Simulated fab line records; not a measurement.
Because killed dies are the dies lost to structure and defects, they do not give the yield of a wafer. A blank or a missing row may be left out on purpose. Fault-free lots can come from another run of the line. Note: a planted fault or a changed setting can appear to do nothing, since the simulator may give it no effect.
fab line records	flow n5Finfet
record lots=14	wafers=38	lastDay=18
route steps=1938 shown BEOL_M0_SAQP@663 PAD_METAL@1894 PASSIVATION@1925
lots with no fault: from the same line, run without faults
startH: the number of hours between the record's first day and the start of the first shown wafer of the lot	waitH: hours since the lot's step before	" unchanged from the row above	L1.1+2: several wafers, shown together as one row	- value missing, or start not given	* or withheld: withheld	< > ~ a bound
route shown NAME@n: NAME is a module with steps in the file, n the number in the route of the first one	usual: the fault-free wafers' mean and standard deviation	same: alike in all rows	chamber/n: place in a boat	sites: per-site readings	_std_site: standard deviation across them	_edge_site: inner sites' mean taken away from outer sites' mean	radiusMm: for every site, how far away it sits from the centre of the wafer	mask NAME#n: copy n	behind: the last tool/chamber to shape the wafer	hold: what put the lot on hold/how long, in hours/how the hold closed	device: transistor that didn't switch, given as n, p or np	end of line: the tests these same wafers got at the end of their route	where a step has no rows: the recipe by itself	killed: dies that structure and defects cost at the first sort, which is not the same as the wafer's yield	map: a wafer's dies, x killed, . not, _ none there
set.NAME: the setting that was run; set.NAME@STEP: the one run at that earlier step	model.NAME: the simulator's own value behind a step, which no gauge read
a sample of lots followed through the steps of the route, with each step as a table and each wafer as a row
services: the hour from which a tool's chamber was out of use, counted from the record's first day as startH (under 0 if before that day), plus the number of hours and why
## steps
# step N5_BEOL_M0_SAQP_SPACER1_ALD_98
# recipe material=SiO2	targetThkA=128	tempC=300	aldPrecursorFamily=BDEAS	aldCoReactant=O2-plasma	pulseTimeS=1	purgeTimeS=2	coReactantPurgeTimeS=2	aldCycles=138	pressureTorr=2
# usual heaterPowerOuterW=284/21	heaterPowerW=498/38	precursorPulseHeightRel=0.999/0.019
# same coReactantPurgeTimeS=2
lot.wafer	tool	chamber	startH	waitH	heaterPowerOuterW	heaterPowerW	precursorPulseHeightRel
L188.1	aldSin-04	2	133.92	0.3	275	483	1.001
L188.3	"	0	"	"	273	535	1.001
L188.4	"	1	"	"	262	430	1.004
L189.1	aldSin-03	1	140.76	0.3	262	454	1.004
L189.3	"	2	"	"	297	490	1.009
L189.4	"	0	"	"	318	520	0.987
L190.2	aldSin-03	2	144.13	0.3	289	486	0.998
L190.3	"	1	"	"	276	447	0.989
L190.6	"	2	"	"	302	488	1.009
L192.4	aldSin-04	3	155.31	0.1	249	481	0.970
L192.5	"	0	"	"	276	532	1.016
L192.6	"	1	"	"	258	427	1.016
L193.4	aldSin-01	1	163.83	0.1	262	425	0.992
L193.5	"	0	"	"	304	500	1.008
L193.6	"	3	"	"	282	537	0.992
L195.2	aldSin-01	2	174.88	0.3	301	482	1.024
L195.3	"	0	"	"	297	488	1.014
L195.5	"	3	"	"	294	552	1.012
L194.3	aldSin-03	3	175.24	0.1	262	521	1.011
L194.4	"	1	"	"	270	446	0.988
L194.5	"	0	"	"	329	558	1.021
L196.1	aldSin-03	2	181.13	0.3	302	492	0.999
L196.3	"	1	"	"	272	448	1.009
L196.5	"	2	"	"	304	498	1.041
L198.2	aldSin-01	2	192.73	0.3	304	492	0.993
L198.4	"	0	"	"	295	509	0.999
L198.5	"	2	"	"	306	480	0.992
L199.4	aldSin-03	1	198.24	0.3	268	451	0.974
L199.5	"	3	"	"	272	521	1.026
L199.6	"	0	"	"	315	554	1.032
L203.2	aldSin-01	2	221.65	0.3	312	478	0.979
L204.1	aldSin-01	2	236.29	0.3	306	497	1.025
L206.1	aldSin-03	1	243.31	0.3	267	445	0.997
L206.2	"	2	"	"	301	495	1.006
L206.5	"	0	"	"	321	529	1.011
L207.2	aldSin-04	2	247.77	0.3	287	503	0.979
L207.3	"	0	"	"	273	529	0.991
L207.5	"	0	"	"	283	525	0.982
# step N5_PASSIVATION_PRE_CLEAN_19
# recipe gas=H2/He	timeS=*	tempC=*
# usual heaterPowerW=475/42
lot.wafer	tool	chamber	startH	waitH	heaterPowerW
L188.1	pvdSputter-03	-	300.96	0.0	465
L188.3	"	-	"	"	468
L188.4	"	-	"	"	538
L190.2	pvdSputter-02	-	319.59	0.0	551
L190.3	"	-	"	"	423
L190.6	"	-	"	"	538
L189.1	pvdSputter-02	-	320.01	0.0	414
L189.3	"	-	"	"	512
L189.4	"	-	"	"	480
L192.4	pvdSputter-02	-	324.20	0.0	501
L192.5	"	-	"	"	547
L192.6	"	-	"	"	490
L195.2	pvdSputter-01	-	329.44	0.0	408
L195.3	"	-	"	"	494
L195.5	"	-	"	"	509
L193.4	pvdSputter-02	-	341.52	0.0	426
L193.5	"	-	"	"	496
L193.6	"	-	"	"	554
L194.3	pvdSputter-01	-	346.98	0.0	509
L194.4	"	-	"	"	441
L194.5	"	-	"	"	417
L196.1	pvdSputter-03	-	351.41	0.0	464
L196.3	"	-	"	"	459
L196.5	"	-	"	"	448
L198.2	pvdSputter-01	-	352.73	0.0	489
L198.4	"	-	"	"	507
L198.5	"	-	"	"	519
L199.4	pvdSputter-01	-	369.03	0.0	504
L199.5	"	-	"	"	447
L199.6	"	-	"	"	416
L203.2	pvdSputter-01	-	389.97	0.0	504
L204.1	pvdSputter-01	-	390.81	0.0	495
L207.2	pvdSputter-01	-	431.48	0.0	497
L207.3	"	-	"	"	513
L207.5	"	-	"	"	446
L206.1	pvdSputter-02	-	432.16	0.0	521
L206.2	"	-	"	"	538
L206.5	"	-	"	"	551
# step N5_PASSIVATION_CD_MEAS_44
# recipe targetCdNm=40000	landingEnergyEv=500	detector=seInlens
# usual cdNm=40002/3.2
lot.wafer	tool	chamber	startH	waitH	cdNm
L188.1	cdSem-02	0	303.45	-	39998
L188.3	"	0	"	"	39999
L188.4	"	0	"	"	39998
L190.2	cdSem-03	0	322.41	-	40003
L190.3	"	0	"	"	40002
L190.6	"	0	"	"	40006
L189.1	cdSem-01	0	322.60	-	40006
L189.3	"	0	"	"	40011
L189.4	"	0	"	"	40010
L192.4	cdSem-03	0	326.87	-	39999
L192.5	"	0	"	"	40003
L192.6	"	0	"	"	40002
L195.2	cdSem-02	0	332.04	-	40002
L195.3	"	0	"	"	40006
L195.5	"	0	"	"	39997
L193.4	cdSem-03	0	343.88	-	40003
L193.5	"	0	"	"	40003
L193.6	"	0	"	"	40009
L194.3	cdSem-03	0	349.48	-	40006
L194.4	"	0	"	"	40004
L194.5	"	0	"	"	40003
L196.1	cdSem-02	0	353.89	-	40002
L196.3	"	0	"	"	40000
L196.5	"	0	"	"	40003
L198.2	cdSem-03	0	355.19	-	40005
L198.4	"	0	"	"	39999
L198.5	"	0	"	"	39999
L199.4	cdSem-02	0	371.50	-	39999
L199.5	"	0	"	"	40001
L199.6	"	0	"	"	40003
L203.2	cdSem-03	0	392.60	-	39994
L204.1	cdSem-03	0	393.41	-	40000
L207.2	cdSem-03	0	434.22	-	40002
L207.3	"	0	"	"	40003
L207.5	"	0	"	"	40004
L206.1	cdSem-02	0	435.27	-	40004
L206.2	"	0	"	"	40007
L206.5	"	0	"	"	39999
# step N5_PASSIVATION_PROBE_49
# usual defectLimitedYield=91.2/1.4	killed_at_M0_to_M3=35/11	killed_at_M4_up=14/5.6	killedAtContacts=12/5.6	killedAtFrontEnd=38/11	killedAtOther=4/3.4	killedDies=103/17	killedOnRim=13/3.5	killedOpen=68/12	killedShort=33/8.8	sort_bin_5_function=5.1/0.89	sort_bin_6_memory=3.3/0.71	sortNPass=1077/17	sortYieldPct=91.2/1.4
# same grossDies=1180	killedAtBackSide=0	sort_bin_4_leakage[%]=0	sort_bin_8_speed[%]=0
lot.wafer	tool	chamber	startH	waitH	defectLimitedYield[%]	killed_at_M0_to_M3	killed_at_M4_up	killedAtContacts	killedAtFrontEnd	killedAtOther	killedDies	killedOnRim	killedOpen	killedShort	sort_bin_5_function[%]	sort_bin_6_memory[%]	sortNPass	sortYieldPct[%]
L188.1	prober-02	-	306.60	0.0	89.5	59	13	4	48	0	124	12	80	37	6.4	3.3	1056	89.5
L188.3	prober-02	-	306.70	0.1	89.9	47	12	8	49	3	119	16	78	36	5.8	3.6	1061	89.9
L188.4	prober-02	-	306.75	0.2	91.4	31	15	14	38	3	101	18	65	34	4.7	3.6	1079	91.4
L190.2	prober-02	-	325.59	0.1	90.1	44	11	9	47	6	117	12	67	48	5.3	4.2	1063	90.1
L190.3	prober-02	-	325.64	0.1	91.1	42	11	4	40	8	105	14	58	39	5.3	3.2	1075	91.1
L190.6	prober-02	-	325.79	0.3	90.6	45	18	5	38	5	111	9	69	37	5.3	3.6	1069	90.6
L192.4	prober-02	-	330.16	0.2	91.6	30	10	19	36	4	99	17	70	27	5.1	3.1	1081	91.6
L192.5	prober-02	-	330.21	0.2	93.1	38	12	8	18	5	81	10	44	35	4.2	2.1	1099	93.1
L192.6	prober-02	-	330.26	0.3	91.4	34	16	6	36	10	102	10	68	33	5.9	2.7	1078	91.4
L195.2	prober-01	-	335.22	0.1	91.4	48	10	7	30	6	101	16	65	35	4.2	4.1	1079	91.4
L195.3	prober-01	-	335.27	0.1	90.5	39	11	22	35	5	112	12	67	44	5.3	3.7	1068	90.5
L195.5	prober-01	-	335.37	0.2	91.7	31	15	9	40	3	98	10	68	29	4.8	3.1	1082	91.7
L193.4	prober-02	-	347.16	0.2	90.8	38	15	6	40	10	109	16	59	50	4.6	4.1	1071	90.8
L193.5	prober-02	-	347.21	0.2	91.4	33	14	17	33	4	101	11	63	38	5.3	3.1	1079	91.4
L193.6	prober-02	-	347.26	0.3	91.9	32	14	9	38	3	96	16	58	34	4.7	2.7	1084	91.9
L194.3	prober-01	-	352.71	0.1	93.4	25	17	4	29	3	78	11	59	18	4.3	2.1	1102	93.4
L194.4	prober-01	-	352.76	0.2	93.1	30	9	10	32	1	82	14	57	25	3.8	3.1	1098	93.1
L194.5	prober-01	-	352.81	0.2	94.9	29	8	3	20	0	60	8	42	15	2.8	2.2	1120	94.9
L196.1	prober-02	-	357.23	0.0	91.7	50	8	8	30	2	98	16	64	33	4.3	3.7	1082	91.7
L196.3	prober-02	-	357.33	0.1	90.4	42	10	23	35	3	113	11	74	36	5.7	3.6	1067	90.4
L196.5	prober-02	-	357.43	0.2	91.0	52	8	9	35	2	106	17	82	19	5.1	3.3	1074	91.0
L198.2	prober-01	-	358.62	0.1	86.7	38	12	23	78	6	157	20	124	30	7.8	5.1	1023	86.7
L198.4	prober-01	-	358.72	0.2	90.9	30	18	15	38	6	107	10	71	33	5.1	3.8	1073	90.9
L198.5	prober-01	-	358.77	0.2	91.4	24	17	22	35	4	102	15	71	29	4.7	3.7	1078	91.4
L199.4	prober-01	-	374.78	0.2	89.7	27	25	28	36	5	121	13	80	38	5.8	4.2	1059	89.7
L199.5	prober-01	-	374.83	0.2	91.3	24	15	15	44	5	103	13	65	38	5.3	3.1	1077	91.3
L199.6	prober-01	-	374.88	0.3	91.8	34	15	8	40	0	97	8	63	34	4.9	3.0	1083	91.8
L203.2	prober-01	-	395.77	0.1	85.4	117	10	5	38	2	172	36	55	39	8.1	4.0	1008	85.4
L204.1	prober-02	-	396.55	0.0	85.6	96	17	13	28	16	170	30	76	25	8.9	3.2	1010	85.6
L206.1	prober-02	-	438.55	0.0	91.4	36	10	5	48	3	102	14	64	38	4.7	3.6	1078	91.4
L206.2	prober-02	-	438.60	0.1	93.9	19	16	7	29	1	72	12	46	26	4.2	1.4	1108	93.9
L206.5	prober-02	-	438.75	0.2	90.7	23	23	13	48	3	110	13	79	30	6.3	2.8	1070	90.7
# killed by level:class
L188.1 BEOL_M1:geometricParticle:open=13 BEOL_M2:geometricParticle:open=10 BEOL_M3:geometricParticle:open=10 BEOL_M0_SAQP:geometricParticle:short=9 FIN_SAQP:geometricParticle:open=8 BEOL_M0_SAQP:geometricParticle:open=8 FIN_SAQP:geometricParticle:short=7 DUMMY_GATE:geometricParticle:open=7
L188.3 BEOL_M2:geometricParticle:open=15 FIN_SAQP:geometricParticle:open=12 BEOL_M0_SAQP:geometricParticle:short=10 FIN_SAQP:geometricParticle:short=7 BEOL_M0_SAQP:geometricParticle:open=7 MOL_CONTACT_COAG:geometricParticle:open=6 STI_FIN_REVEAL:geometricParticle:open=5 BEOL_M3:geometricParticle:open=5
L188.4 MOL_CONTACT_COAG:geometricParticle:open=12 BEOL_M0_SAQP:geometricParticle:open=8 BEOL_M0_SAQP:geometricParticle:short=7 BEOL_M2:geometricParticle:open=7 FIN_SAQP:geometricParticle:short=6 STI_FIN_REVEAL:geometricParticle:open=6 DUMMY_GATE:geometricParticle:open=6 BEOL_M4:geometricParticle:open=6
L190.2 BEOL_M0_SAQP:geometricParticle:short=11 FIN_SAQP:geometricParticle:short=10 BEOL_M0_SAQP:geometricParticle:open=9 FIN_SAQP:geometricParticle:open=7 GATE_CUT:geometricParticle:short=6 MOL_CONTACT_COAG:geometricParticle:open=6 BEOL_M2:geometricParticle:open=6 BEOL_M3:geometricParticle:open=6
L190.3 BEOL_M0_SAQP:geometricParticle:open=14 BEOL_M0_SAQP:geometricParticle:short=10 FIN_SAQP:geometricParticle:short=9 BEOL_M1:geometricParticle:open=8 FIN_SAQP:geometricParticle:open=7 STARTING-WAFER:geometricParticle:open=5 BEOL_M3:geometricParticle:open=4 MOL_CONTACT_COAG:geometricParticle:open=4
L190.6 BEOL_M0_SAQP:geometricParticle:short=13 FIN_SAQP:geometricParticle:short=8 BEOL_M0_SAQP:geometricParticle:open=8 BEOL_M1:geometricParticle:open=8 BEOL_M2:geometricParticle:open=8 BEOL_M5:geometricParticle:open=7 STARTING-WAFER:geometricParticle:open=6 MOL_CONTACT_COAG:geometricParticle:open=5
L192.4 MOL_CONTACT_COAG:geometricParticle:open=17 BEOL_M3:geometricParticle:open=12 DUMMY_GATE:geometricParticle:open=7 FIN_SAQP:geometricParticle:short=6 BEOL_M2:geometricParticle:open=5 FIN_SAQP:geometricParticle:open=4 GATE_CUT:geometricParticle:short=4 BEOL_M1:geometricParticle:open=4
L192.5 BEOL_M0_SAQP:geometricParticle:short=10 BEOL_M0_SAQP:geometricParticle:open=9 BEOL_M4:geometricParticle:open=6 BEOL_M1:geometricParticle:open=5 FIN_SAQP:geometricParticle:short=4 BEOL_M4:geometricParticle:short=4 MOL_CONTACT_COAG:geometricParticle:open=4 MOL_CONTACT_COAG:geometricParticle:short=4
L192.6 FIN_SAQP:geometricParticle:short=12 FIN_SAQP:geometricParticle:open=11 BEOL_M0_SAQP:geometricParticle:open=11 BEOL_M3:geometricParticle:open=10 BEOL_M4:geometricParticle:open=9 MOL_CONTACT_COAG:geometricParticle:open=6 GATE_CUT:geometricParticle:short=4 BEOL_M0_SAQP:geometricParticle:short=4
L195.2 BEOL_M0_SAQP:geometricParticle:short=10 BEOL_M3:geometricParticle:open=10 BEOL_M0_SAQP:geometricParticle:open=9 BEOL_M2:geometricParticle:open=8 MOL_CONTACT_COAG:geometricParticle:open=7 FIN_SAQP:geometricParticle:open=6 STI_FIN_REVEAL:geometricParticle:open=6 BEOL_M2:geometricParticle:short=6
L195.3 MOL_CONTACT_COAG:geometricParticle:open=19 BEOL_M3:geometricParticle:open=12 BEOL_M0_SAQP:geometricParticle:short=10 BEOL_M2:geometricParticle:open=9 BEOL_M4:geometricParticle:short=8 FIN_SAQP:geometricParticle:open=7 FIN_SAQP:geometricParticle:short=6 GATE_CUT:geometricParticle:short=5
L195.5 STI_FIN_REVEAL:geometricParticle:open=13 BEOL_M0_SAQP:geometricParticle:open=8 MOL_CONTACT_COAG:geometricParticle:open=7 BEOL_M5:geometricParticle:open=7 FIN_SAQP:geometricParticle:short=5 BEOL_M2:geometricParticle:open=5 BEOL_M3:geometricParticle:open=5 FIN_SAQP:geometricParticle:open=4
L193.4 BEOL_M1:geometricParticle:open=13 FIN_SAQP:geometricParticle:short=10 BEOL_M4:geometricParticle:open=7 FIN_SAQP:geometricParticle:open=6 BEOL_M3:geometricParticle:open=6 MOL_CONTACT_COAG:geometricParticle:open=5 BEOL_M1:geometricParticle:short=5 STARTING-WAFER:geometricParticle:short=5
L193.5 MOL_CONTACT_COAG:geometricParticle:open=15 FIN_SAQP:geometricParticle:short=11 BEOL_M0_SAQP:geometricParticle:short=5 BEOL_M0_SAQP:geometricParticle:open=5 BEOL_M1:geometricParticle:open=5 BEOL_M3:geometricParticle:open=5 FIN_SAQP:geometricParticle:open=4 BEOL_M2:geometricParticle:open=4
L193.6 FIN_SAQP:geometricParticle:open=8 BEOL_M2:geometricParticle:open=8 STARTING-WAFER:geometricParticle:short=8 MOL_CONTACT_COAG:geometricParticle:open=7 BEOL_M0_SAQP:geometricParticle:short=7 BEOL_M4:geometricParticle:open=6 BEOL_M0_SAQP:geometricParticle:open=5 FIN_SAQP:geometricParticle:short=4
L194.3 FIN_SAQP:geometricParticle:open=7 STI_FIN_REVEAL:geometricParticle:open=6 BEOL_M3:geometricParticle:open=6 BEOL_M0_SAQP:geometricParticle:open=5 MOL_CONTACT_COAG:geometricParticle:open=4 BEOL_M6:geometricParticle:short=4 BEOL_M0_SAQP:geometricParticle:short=4 BEOL_M2:geometricParticle:open=4
L194.4 FIN_SAQP:geometricParticle:open=14 BEOL_M2:geometricParticle:open=13 FIN_SAQP:geometricParticle:short=7 MOL_CONTACT_COAG:geometricParticle:open=7 BEOL_M3:geometricParticle:open=6 BEOL_M0_SAQP:geometricParticle:open=4 MOL_CONTACT_COAG:geometricParticle:short=3 BEOL_M4:geometricParticle:open=3
L194.5 BEOL_M2:geometricParticle:open=8 FIN_SAQP:geometricParticle:open=6 BEOL_M0:geometricParticle:open=6 FIN_SAQP:geometricParticle:short=5 BEOL_M3:geometricParticle:open=4 BEOL_M5:geometricParticle:open=3 ILD0:geometricParticle:short=2 GATE_CUT:geometricParticle:short=2
L196.1 BEOL_M0_SAQP:geometricParticle:open=15 FIN_SAQP:geometricParticle:short=9 BEOL_M0_SAQP:geometricParticle:short=9 BEOL_M1:geometricParticle:open=9 BEOL_M3:geometricParticle:open=9 MOL_CONTACT_COAG:geometricParticle:open=7 FIN_SAQP:geometricParticle:open=5 STI_FIN_REVEAL:geometricParticle:open=5
L196.3 MOL_CONTACT_COAG:geometricParticle:open=15 STI_FIN_REVEAL:geometricParticle:open=12 BEOL_M0_SAQP:geometricParticle:short=10 BEOL_M2:geometricParticle:open=10 MOL_CONTACT_COAG:geometricParticle:short=8 BEOL_M3:geometricParticle:open=8 BEOL_M0_SAQP:geometricParticle:open=7 DUMMY_GATE:geometricParticle:open=5
L196.5 BEOL_M3:geometricParticle:open=15 BEOL_M2:geometricParticle:open=11 FIN_SAQP:geometricParticle:open=10 MOL_CONTACT_COAG:geometricParticle:open=8 DUMMY_GATE:geometricParticle:open=7 BEOL_M0_SAQP:geometricParticle:short=7 BEOL_M1:geometricParticle:open=7 BEOL_M0_SAQP:geometricParticle:open=6
L198.2 STI_FIN_REVEAL:geometricParticle:open=49 MOL_CONTACT_COAG:geometricParticle:open=20 BEOL_M0_SAQP:geometricParticle:open=10 BEOL_M4:geometricParticle:open=9 BEOL_M3:geometricParticle:open=8 BEOL_M2:geometricParticle:open=7 STI_FIN_REVEAL:geometricParticle:short=6 DUMMY_GATE:geometricParticle:open=6
L198.4 STI_FIN_REVEAL:geometricParticle:open=13 MOL_CONTACT_COAG:geometricParticle:open=10 BEOL_M3:geometricParticle:open=9 BEOL_M4:geometricParticle:short=6 MOL_CONTACT_COAG:geometricParticle:short=5 BEOL_M4:geometricParticle:open=5 STARTING-WAFER:geometricParticle:short=4 GATE_CUT:geometricParticle:open=4
L198.5 MOL_CONTACT_COAG:geometricParticle:open=18 STI_FIN_REVEAL:geometricParticle:open=16 BEOL_M4:geometricParticle:open=11 BEOL_M3:geometricParticle:open=7 STI_FIN_REVEAL:geometricParticle:short=6 BEOL_M0_SAQP:geometricParticle:short=5 FIN_SAQP:geometricParticle:open=4 MOL_CONTACT_COAG:geometricParticle:short=4
L199.4 MOL_CONTACT_COAG:geometricParticle:open=23 BEOL_M4:geometricParticle:open=14 GATE_CUT:geometricParticle:short=6 GATE_CUT:geometricParticle:open=6 BEOL_M1:geometricParticle:open=6 MOL_CONTACT_COAG:geometricParticle:short=5 BEOL_M4:geometricParticle:short=5 FIN_SAQP:geometricParticle:short=4
L199.5 GATE_CUT:geometricParticle:short=13 MOL_CONTACT_COAG:geometricParticle:open=13 STI_FIN_REVEAL:geometricParticle:open=10 BEOL_M1:geometricParticle:open=9 ILD0:geometricParticle:open=5 BEOL_M4:geometricParticle:open=5 BEOL_M4:geometricParticle:short=5 BEOL_M0_SAQP:geometricParticle:open=4
L199.6 BEOL_M3:geometricParticle:open=11 ILD0:geometricParticle:short=7 BEOL_M0_SAQP:geometricParticle:short=7 BEOL_M4:geometricParticle:open=7 STI_FIN_REVEAL:geometricParticle:open=6 MOL_CONTACT_COAG:geometricParticle:open=6 GATE_CUT:geometricParticle:open=5 ILD0:geometricParticle:open=4
L203.2 BEOL_M0_SAQP:unspecified=76 STI_FIN_REVEAL:geometricParticle:open=14 BEOL_M0_SAQP:geometricParticle:open=12 BEOL_M0_SAQP:geometricParticle:short=11 FIN_SAQP:geometricParticle:short=7 BEOL_M3:geometricParticle:open=7 BEOL_M4:geometricParticle:open=5 GATE_CUT:geometricParticle:short=4
L204.1 BEOL_M0_SAQP:unspecified=67 BEOL_M4:geometricParticle:open=12 BEOL_M2:geometricParticle:open=11 MOL_CONTACT_COAG:geometricParticle:open=10 STI_FIN_REVEAL:geometricParticle:open=9 GATE_CUT:geometricParticle:short=6 BEOL_M3:geometricParticle:open=6 BEOL_M1:geometricParticle:open=5
L206.1 BEOL_M0_SAQP:geometricParticle:short=13 DUMMY_GATE:geometricParticle:open=11 FIN_SAQP:geometricParticle:open=7 STI_FIN_REVEAL:geometricParticle:open=7 BEOL_M4:geometricParticle:open=7 BEOL_M0_SAQP:geometricParticle:open=6 MOL_CONTACT_COAG:geometricParticle:open=5 BEOL_M1:geometricParticle:short=5
L206.2 BEOL_M4:geometricParticle:open=6 BEOL_M5:geometricParticle:open=6 FIN_SAQP:geometricParticle:short=5 BEOL_M1:geometricParticle:open=5 DUMMY_GATE:geometricParticle:open=4 MOL_CONTACT_COAG:geometricParticle:short=4 BEOL_M0:geometricParticle:open=4 STI_FIN_REVEAL:geometricParticle:open=3
L206.5 STI_FIN_REVEAL:geometricParticle:open=18 MOL_CONTACT_COAG:geometricParticle:open=13 FIN_SAQP:geometricParticle:short=8 BEOL_M0_SAQP:geometricParticle:open=7 BEOL_M4:geometricParticle:open=7 BEOL_M2:geometricParticle:open=6 BEOL_M5:geometricParticle:open=6 STI_FIN_REVEAL:geometricParticle:short=4
## services
tool	chamber	startH	hours	kind
pvdSputter-02	-	162.27	23.5	repair
aldSin-01	-	178.71	0.8	pm
aldSin-01	1	195.26	18.3	repair
aldSin-03	-	268.45	14.0	pm
aldSin-03	0	268.45	14.0	ventCycle
aldSin-01	-	288.57	28.1	pm
aldSin-04	-	297.63	1.3	repair
aldSin-04	-	299.72	0.4	repair
pvdSputter-02	-	310.46	4.5	repair
pvdSputter-02	-	324.98	1.7	repair
aldSin-01	3	325.17	12.0	repair
pvdSputter-03	-	330.58	2.5	repair
pvdSputter-03	-	333.25	7.2	repair
pvdSputter-02	-	343.85	3.3	repair
aldSin-04	3	353.01	12.3	repair
aldSin-04	-	374.41	14.0	pm
pvdSputter-01	-	379.91	5.9	repair
aldSin-03	-	381.95	1.3	repair
pvdSputter-02	-	392.32	6.4	repair
aldSin-03	-	397.17	1.1	repair
pvdSputter-01	-	398.43	1.6	repair
aldSin-03	3	412.96	3.3	repair
aldSin-04	2	419.63	16.7	repair
aldSin-04	0	423.34	4.6	repair
## key
firstSign step=N5_PASSIVATION_PROBE_49	reading=killed_at_M0_to_M3	direction=up	sigmas=6.7	usual=35	struck=106
effect step=N5_PASSIVATION_PROBE_49	reading=defectLimitedYield	direction=down	sigmas=4	usual=91.2	struck=85.5
moreKillsBornAt N5_BEOL_M0_SAQP_SPACER1_ALD_98@aldSin-01=143
metAt N5_BEOL_M0_SAQP_SPACER1_ALD_98
struckLots L203,L204
struckWafers L203.2,L204.1
notActingAt N5_PASSIVATION_PRE_CLEAN_19,N5_PASSIVATION_CD_MEAS_44
onsetBetween 192.73 221.65
earlierFault kind=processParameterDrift	tool=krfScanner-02	chamber=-	onsetH=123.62	steps=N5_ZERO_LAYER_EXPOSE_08	channel=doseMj	offset=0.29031	shape=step	actsIn=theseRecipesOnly	stated=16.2
fault kind=chamberParticleSource	tool=aldSin-01	chamber=2	onsetH=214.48	steps=N5_BEOL_M0_SAQP_SPACER1_ALD_98	ratePerVisitCm2=2.1845
